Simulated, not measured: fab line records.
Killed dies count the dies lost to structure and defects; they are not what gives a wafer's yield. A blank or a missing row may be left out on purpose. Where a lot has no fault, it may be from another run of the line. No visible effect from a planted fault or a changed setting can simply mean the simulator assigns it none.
Chamber matching | flow n5Finfet | N5_BEOL_M7_CURE_74 on uvCure-01 has 3 sister chambers
The step cures SiCOH lowk, time 240 s. 6 wafers are shown with their chamber, then 8 later ones without.

== WAFERS WITH THEIR CHAMBER ==
wafer  | chamber | wafer_temp_C_max | lampPowerPct (%)
L075.4 | 1       | 386.0            | 52.35
L075.5 | 1       | 386.6            | 52.28
L076.6 | 2       | 386.5            | 52.31
L081.3 | 0       | 386.2            | 52.34
L081.4 | 0       | 385.8            | 52.33
L087.3 | 2       | 385.9            | 52.30

== WAFERS WHOSE CHAMBER IS MISSING ==
wafer  | wafer_temp_C_max | lampPowerPct (%)
L087.4 | 385.9            | 52.34
L087.6 | 386.1            | 52.24
L082.4 | 386.4            | 52.33
L082.5 | 385.8            | 52.23
L082.6 | 385.8            | 52.29
L097.1 | 386.4            | 52.40
L097.2 | 386.4            | 52.39
L097.5 | 386.6            | 52.25

== EACH ONE'S CHAMBER ==
wafer  | from the rows above          | in truth
L087.4 | can't be placed: 0 or 1 or 2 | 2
L087.6 | can't be placed: 2 or 1 or 0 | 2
L082.4 | can't be placed: 1 or 2 or 0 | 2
L082.5 | can't be placed: 2 or 1 or 0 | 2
L082.6 | can't be placed: 2 or 1 or 0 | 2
L097.1 | can't be placed: 0 or 1 or 2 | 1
L097.2 | can't be placed: 0 or 1 or 2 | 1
L097.5 | can't be placed: 2 or 1 or 0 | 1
Correct placement for 0 of the 8. From these rows, 8 cannot be placed; in 8 the true chamber is one of the candidates. Placed wrongly: 0.
How it was worked out, from the rows above alone: a wafer's distance from a chamber is the root of the sum, over the readings, of the square of ((its reading less the chamber's mean) divided by the reading's scatter). If the next closest chamber is less than 2 further off than the closest, the wafer can't be placed; otherwise it belongs to the closest. Each chamber's mean is taken over the wafers shown for it. The scatter: the root of (the sum of the squares of (reading less its chamber's mean) over the shown wafers, divided by (wafers less chambers)).
